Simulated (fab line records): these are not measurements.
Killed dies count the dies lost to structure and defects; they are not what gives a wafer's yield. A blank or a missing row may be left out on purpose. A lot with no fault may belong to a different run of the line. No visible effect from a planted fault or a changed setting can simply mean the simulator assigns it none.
fab line records | flow n5Finfet
record lots=11 wafers=33 lastDay=19
route steps=1938 shown BEOL_M0@730 BEOL_M4@1111 PASSIVATION@1936
lots with no fault: from the same line, run without faults
startH: start of the lot's first displayed wafer, in hours after the record's first day | waitH: hours elapsed since this lot's preceding step | " as in the row above | L1.1+2: one row covering several wafers at once | - value missing, or start not given | * or withheld: withheld | < > ~ a bound
route shown NAME@n: NAME is a module with steps in the file, n the number in the route of the first one | usual: mean/standard deviation of fault-free wafers | same: alike in all rows | chamber/n: place in a boat | sites: per-site readings | _std_site: the values' standard deviation | _edge_site: inner sites' mean taken away from outer sites' mean | radiusMm: how far each site lies from the wafer's centre | mask NAME#n: copy n | behind: the last tool/chamber to shape the wafer | hold: reason for holding the lot/hours on hold/outcome of the hold | device: the n, p or np transistor that did not switch | end of line: tests run on the same wafers once the route is complete | for a step that has no rows: nothing shown but its recipe | killed: not the wafer's yield, but the dies lost to structure and defects at the first sort | map: a wafer's dies, x killed, . not, _ none there
set.NAME: the run value of the setting; set.NAME@STEP: its run value at that earlier step | model.NAME: the simulator's own value behind a step, which no gauge read
steps of the route over a sample of lots; a table a step, a row a wafer
services: from which hour (startH, from the record's first day; less than 0 if before it) a tool's chamber was out of use, for how many hours, and why
## steps
# step N5_BEOL_M0_PRE_CLEAN_113
# recipe gas=H2/He timeS=30 tempC=250
# usual heaterPowerW=320/37
# columns lot.wafer tool chamber startH waitH heaterPowerW
L687.1 pvdSputter-02 - 112.09 0.0 321
L687.3 " - " " 260
L687.5 " - " " 340
L691.1 pvdSputter-03 - 142.23 0.0 327
L691.4 " - " " 341
L691.6 " - " " 338
L694.2 pvdSputter-03 - 161.73 0.0 299
L694.4 " - " " 299
L694.6 " - " " 328
L695.1 pvdSputter-02 - 165.07 0.0 343
L695.4 " - " " 299
L695.6 " - " " 318
L697.2 pvdSputter-01 - 174.52 0.0 391
L697.4 " - " " 307
L697.5 " - " " 354
L699.2 pvdSputter-03 - 192.11 0.0 329
L699.4 " - " " 303
L699.5 " - " " 299
L700.3 pvdSputter-01 - 194.45 0.0 350
L700.4 " - " " 296
L700.5 " - " " 297
L701.1 pvdSputter-03 - 200.31 0.0 303
L701.2 " - " " 302
L701.5 " - " " 310
L706.2 pvdSputter-01 - 232.95 0.0 258
L706.4 " - " " 298
L706.6 " - " " 265
L707.3 pvdSputter-03 - 245.10 0.0 327
L707.4 " - " " 306
L707.5 " - " " 330
L708.1 pvdSputter-03 - 245.18 0.0 295
L708.3 " - " " 304
L708.4 " - " " 323
# step N5_BEOL_M0_ALD_136
# recipe material=TaN targetThkA=* tempC=275 aldPrecursorFamily=PDMAT aldCoReactant=NH3 pressureTorr=3 carrierFlowSccm=1500 pulseTimeS=2 purgeTimeS=3 coReactantPurgeTimeS=2 coReactantPulseTimeS=3 aldCycles=30 precursorVesselTempC=75 precursorVesselPressureTorr=26.25 precursorVesselCarrierSccm=1000
# usual aldCycles=30/0 heaterPowerW=411/47
# columns lot.wafer tool chamber startH waitH aldCycles heaterPowerW sinceWetCleanH
L687.1 aldMetal-01 0 112.15 0.0 30 478 5929
L687.3 " 2 " " 30 464 5929
L687.5 " 0 " " 30 488 -
L691.1 aldMetal-02 1 142.30 0.0 30 373 1344
L691.4 " 3 " " 30 369 1344
L691.6 " 2 " " 30 341 -
L694.2 aldMetal-04 2 161.80 0.0 30 419 2902
L694.4 " 0 " " 30 429 2902
L694.6 " 1 " " 30 458 -
L695.1 aldMetal-04 0 165.13 0.0 30 419 2905
L695.4 " 3 " " 30 379 2905
L695.6 " 2 " " 30 426 -
L697.2 aldMetal-02 2 174.60 0.1 30 352 1376
L697.4 " 0 " " 30 341 1376
L697.5 " 2 " " 30 360 -
L699.2 aldMetal-01 2 192.23 0.1 30 467 6009
L699.4 " 0 " " 30 479 6009
L699.5 " 1 " " 30 454 -
L700.3 aldMetal-02 3 194.51 0.0 29 366 1396
L700.4 " 2 " " 30 368 1396
L700.5 " 0 " " 29 343 -
L701.1 aldMetal-02 2 200.46 0.1 29 365 1402
L701.2 " 0 " " 30 341 1402
L701.5 " 2 " " 29 359 -
L706.2 aldMetal-01 2 233.01 0.0 30 463 6050
L706.4 " 3 " " 30 409 6050
L706.6 " 3 " " 30 404 -
L707.3 aldMetal-01 2 245.18 0.1 30 471 6062
L707.4 " 1 " " 30 448 6062
L707.5 " 0 " " 30 492 -
L708.1 aldMetal-04 1 245.47 0.3 30 452 2985
L708.3 " 0 " " 30 438 2985
L708.4 " 3 " " 30 368 2985
# step N5_BEOL_M0_SPUTTER_132
# recipe material=Cu targetThkA=40 tempC=-20 chamberPressurePa=0.07 powerW=withheld timeS=7.37
# usual throttleValvePct=29.9/1.4
# columns lot.wafer tool chamber startH waitH throttleValvePct
L687.1 pvdSputter-02 - 112.83 0.0 31.1
L687.3 " - " " 28.2
L687.5 " - " " 30.1
L691.1 pvdSputter-03 - 142.89 0.0 28.3
L691.4 " - " " 28.1
L691.6 " - " " 29.5
L694.2 pvdSputter-02 - 162.41 0.0 31.2
L694.4 " - " " 30.4
L694.6 " - " " 30.9
L695.1 pvdSputter-02 - 165.81 0.0 28.1
L695.4 " - " " 29.9
L695.6 " - " " 30.9
L697.2 pvdSputter-03 - 177.33 0.0 28.2
L697.4 " - " " 28.5
L697.5 " - " " 28.2
L699.2 pvdSputter-03 - 193.07 0.0 30.8
L699.4 " - " " 28.3
L699.5 " - " " 28.2
L700.3 pvdSputter-01 - 196.73 0.0 29.4
L700.4 " - " " 33.3
L700.5 " - " " 31.2
L701.1 pvdSputter-03 - 201.37 0.0 30.6
L701.2 " - " " 28.2
L701.5 " - " " 28.4
L706.2 pvdSputter-03 - 233.70 0.0 28.3
L706.4 " - " " 29.9
L706.6 " - " " 30.7
L707.3 pvdSputter-02 - 245.98 0.0 30.1
L707.4 " - " " 30.0
L707.5 " - " " 30.1
L708.1 pvdSputter-02 - 246.42 0.0 28.0
L708.3 " - " " 30.2
L708.4 " - " " 30.2
# step N5_BEOL_M0_ANNEAL_135
# recipe tempC=400 timeS=60 ambient=vacuum
# usual heaterPowerW=791/79
# columns lot.wafer tool chamber startH waitH heaterPowerW
L687.1 pvdSputter-02 - 113.03 0.0 648
L687.3 " - " " 829
L687.5 " - " " 865
L691.1 pvdSputter-03 - 143.09 0.0 865
L691.4 " - " " 819
L691.6 " - " " 757
L694.2 pvdSputter-02 - 162.61 0.0 654
L694.4 " - " " 752
L694.6 " - " " 655
L695.1 pvdSputter-02 - 166.01 0.0 790
L695.4 " - " " 853
L695.6 " - " " 662
L697.2 pvdSputter-03 - 177.53 0.0 854
L697.4 " - " " 814
L697.5 " - " " 835
L699.2 pvdSputter-03 - 193.27 0.0 762
L699.4 " - " " 836
L699.5 " - " " 809
L700.3 pvdSputter-01 - 196.93 0.0 958
L700.4 " - " " 883
L700.5 " - " " 663
L701.1 pvdSputter-03 - 201.57 0.0 740
L701.2 " - " " 790
L701.5 " - " " 803
L706.2 pvdSputter-03 - 233.90 0.0 794
L706.4 " - " " 749
L706.6 " - " " 734
L707.3 pvdSputter-02 - 246.18 0.0 865
L707.4 " - " " 741
L707.5 " - " " 871
L708.1 pvdSputter-02 - 246.62 0.0 793
L708.3 " - " " 861
L708.4 " - " " 735
# step N5_BEOL_M4_RC_MEAS_101
# usual DIBL_N=36.1/1.6 DIBL_P=35.8/2 IOFF_N=0.157/0.029 IOFF_P=0.21/0.034 ION_N=677/13 ION_P=465/8.1 SS_N=71.3/0.61 SS_P=73.2/0.65 VT_N=249/3.3 VT_P=-250/3.2
# columns lot.wafer tool chamber startH waitH DIBL_N[mV/V] DIBL_P[mV/V] IOFF_N[nA/um] IOFF_P[nA/um] ION_N[uA/um] ION_P[uA/um] SS_N[mV/dec] SS_P[mV/dec] VT_N[mV] VT_P[mV]
L687.1 prober-02 0 205.39 0.0 37.6 37.7 0.208 0.24 694 467 71.5 74.4 245 -250
L687.3 " 0 " " 35.0 34.2 0.148 0.19 678 468 71.5 73.2 247 -250
L687.5 " 0 " " 36.7 37.0 0.181 0.23 676 460 71.1 73.8 247 -248
L691.1 prober-01 0 229.16 0.0 36.8 34.7 0.162 0.22 686 473 71.3 73.4 246 -247
L691.4 " 0 " " 36.6 35.0 0.168 0.23 684 465 71.1 73.3 245 -246
L691.6 " 0 " " 37.4 35.3 0.169 0.23 670 464 71.2 72.9 247 -248
L694.2 prober-01 0 243.18 0.2 36.5 36.5 0.151 0.23 683 471 70.4 72.7 249 -248
L694.4 " 0 " " 34.9 34.3 0.124 0.20 667 464 71.1 73.2 254 -251
L694.6 " 0 " " 35.6 35.2 0.141 0.22 663 460 70.9 73.1 252 -249
L695.1 prober-01 0 244.86 0.0 35.7 34.9 0.159 0.24 678 474 70.0 72.7 251 -242
L695.4 " 0 " " 36.1 36.7 0.173 0.28 685 478 70.5 73.2 250 -245
L695.6 " 0 " " 36.9 36.5 0.179 0.27 678 478 71.5 73.3 248 -244
L697.2 prober-02 0 273.75 0.2 34.7 34.5 0.137 0.19 675 467 71.1 72.2 248 -250
L697.4 " 0 " " 35.7 34.6 0.144 0.18 661 455 71.6 72.4 249 -253
L697.5 " 0 " " 36.0 35.6 0.157 0.20 668 453 72.3 72.8 247 -251
L700.3 prober-01 0 274.02 0.3 34.9 34.6 0.118 0.14 650 444 71.2 73.0 257 -257
L700.4 " 0 " " 36.3 36.4 0.145 0.17 670 449 71.8 73.2 253 -255
L700.5 " 0 " " 35.1 35.1 0.135 0.15 675 459 71.4 73.2 252 -258
L699.2 prober-02 0 275.03 0.2 36.2 37.6 0.172 0.23 702 483 71.0 73.5 249 -249
L699.4 " 0 " " 37.6 39.2 0.200 0.27 708 481 72.1 74.2 245 -250
L699.5 " 0 " " 38.2 39.5 0.204 0.27 692 474 71.3 74.7 245 -249
L701.1 prober-02 0 291.82 0.0 33.8 33.2 0.129 0.17 678 465 70.3 72.9 249 -253
L701.2 " 0 " " 37.7 38.7 0.219 0.25 695 464 72.5 74.6 243 -246
L701.5 " 0 " " 32.5 32.0 0.116 0.15 671 461 70.9 72.7 254 -254
L706.2 prober-01 0 315.69 0.2 36.5 35.9 0.157 0.23 671 466 71.4 72.8 248 -249
L706.4 " 0 " " 35.2 34.7 0.133 0.21 681 476 70.9 72.9 253 -249
L706.6 " 0 " " 34.0 34.3 0.127 0.20 683 477 71.1 72.5 251 -251
L707.3 prober-02 0 315.75 0.3 38.4 38.3 0.216 0.26 694 470 71.6 73.8 246 -246
L707.4 " 0 " " 35.2 34.8 0.145 0.21 676 467 71.3 72.8 251 -248
L707.5 " 0 " " 35.5 34.9 0.156 0.21 684 465 71.2 72.8 251 -250
L708.1 prober-02 0 321.63 0.0 36.3 36.8 0.149 0.21 681 467 71.3 72.9 248 -253
L708.3 " 0 " " 34.6 35.0 0.125 0.17 665 463 71.1 73.0 251 -256
L708.4 " 0 " " 37.7 38.3 0.171 0.22 680 469 71.8 73.6 250 -250
# step N5_PASSIVATION_PROBE_49
# usual defectLimitedYield=91.0/1.4 killed_at_M0_to_M3=33/11 killed_at_M4_up=14/5 killedAtContacts=11/7.3 killedAtFrontEnd=43/12 killedAtOther=4/3.1 killedDies=106/17 killedOpen=69/13 killedShort=34/8.7 sort_bin_5_function=5.2/0.96 sort_bin_6_memory=3.3/0.66 sortNPass=1074/17 sortYieldPct=91.0/1.4
# same grossDies=1180 killedAtBackSide=0 sort_bin_4_leakage[%]=0 sort_bin_8_speed[%]=0
# columns lot.wafer tool chamber startH waitH defectLimitedYield[%] killed_at_M0_to_M3 killed_at_M4_up killedAtContacts killedAtFrontEnd killedAtOther killedDies killedOpen killedShort sort_bin_5_function[%] sort_bin_6_memory[%] sortNPass sortYieldPct[%]
L700.3 prober-02 - 384.38 0.1 91.7 27 5 17 43 6 98 59 39 4.4 3.3 1082 91.7
L700.4 prober-02 - 384.43 0.2 92.0 21 10 15 41 7 94 58 35 4.4 3.4 1086 92.0
L700.5 prober-02 - 384.48 0.2 90.3 44 10 13 42 6 115 82 33 5.3 4.1 1065 90.3
L706.2 prober-01 - 444.63 0.1 92.9 35 11 4 31 3 84 51 32 3.8 2.9 1096 92.9
L706.4 prober-01 - 444.73 0.2 92.4 43 14 4 26 3 90 56 33 4.8 2.1 1090 92.4
L706.6 prober-01 - 444.83 0.3 89.8 43 17 15 36 9 120 82 38 5.1 4.9 1060 89.8
# killed by level:class
L700.3 BEOL_M0_SAQP:geometricParticle:short=14 MOL_CONTACT_COAG:geometricParticle:open=14 STI_FIN_REVEAL:geometricParticle:open=11 FIN_SAQP:geometricParticle:open=10 FIN_SAQP:geometricParticle:short=5 STI_FIN_REVEAL:geometricParticle:short=4 DUMMY_GATE:geometricParticle:open=4 BEOL_M0_SAQP:geometricParticle:open=4
L700.4 MOL_CONTACT_COAG:geometricParticle:open=13 FIN_SAQP:geometricParticle:open=10 STI_FIN_REVEAL:geometricParticle:open=10 FIN_SAQP:geometricParticle:short=6 BEOL_M1:geometricParticle:open=6 BEOL_M0_SAQP:geometricParticle:short=5 STI_FIN_REVEAL:geometricParticle:short=4 GATE_CUT:geometricParticle:short=4
L700.5 STI_FIN_REVEAL:geometricParticle:open=15 BEOL_M0_SAQP:geometricParticle:open=13 BEOL_M0_SAQP:geometricParticle:short=12 MOL_CONTACT_COAG:geometricParticle:open=11 FIN_SAQP:geometricParticle:open=10 BEOL_M1:geometricParticle:open=7 BEOL_M1:geometricParticle:short=5 BEOL_M2:geometricParticle:open=5
L706.2 BEOL_M1:geometricParticle:open=12 BEOL_M0_SAQP:geometricParticle:short=11 STI_FIN_REVEAL:geometricParticle:open=7 BEOL_M0_SAQP:geometricParticle:open=5 STARTING-WAFER:geometricParticle:short=4 FIN_SAQP:geometricParticle:short=3 FIN_SAQP:geometricParticle:open=3 MOL_CONTACT_COAG:geometricParticle:short=3
L706.4 BEOL_M0_SAQP:geometricParticle:short=9 BEOL_M0_SAQP:geometricParticle:open=8 BEOL_M1:geometricParticle:open=7 BEOL_M4:geometricParticle:open=7 BEOL_M2:geometricParticle:open=6 STI_FIN_REVEAL:geometricParticle:open=4 BEOL_M3:geometricParticle:open=4 FIN_SAQP:geometricParticle:short=3
L706.6 MOL_CONTACT_COAG:geometricParticle:open=13 BEOL_M0_SAQP:geometricParticle:open=13 BEOL_M0_SAQP:geometricParticle:short=11 BEOL_M4:geometricParticle:open=9 STI_FIN_REVEAL:geometricParticle:open=8 FIN_SAQP:geometricParticle:open=7 GATE_CUT:geometricParticle:short=7 BEOL_M1:geometricParticle:open=7
## services
# columns tool chamber startH hours kind
aldMetal-01 1 105.97 13.8 repair
pvdSputter-01 - 116.46 0.7 repair
aldMetal-02 - 122.85 0.7 repair
aldMetal-02 - 143.93 2.1 repair
aldMetal-01 0 166.99 8.8 repair
aldMetal-01 - 177.04 14.6 pm
aldMetal-02 - 208.01 14.6 pm
## key
firstSign step=N5_BEOL_M0_ALD_136 reading=aldCycles direction=down sigmas=99+ usual=* struck=*
effect none on later readings
metAt N5_BEOL_M0_ALD_136
struckLots L700,L701
struckWafers L700.3,L700.5,L701.1,L701.5
notActingAt N5_BEOL_M0_PRE_CLEAN_113,N5_BEOL_M0_SPUTTER_132,N5_BEOL_M0_ANNEAL_135
onsetBetween 174.60 194.51
fault kind=processParameterDrift tool=aldMetal-02 chamber=- onsetH=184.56 steps=N5_BEOL_M0_ALD_136 channel=aldCycles offset=* shape=step endH=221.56 scope=struckWafersOnly actsIn=* stated=*
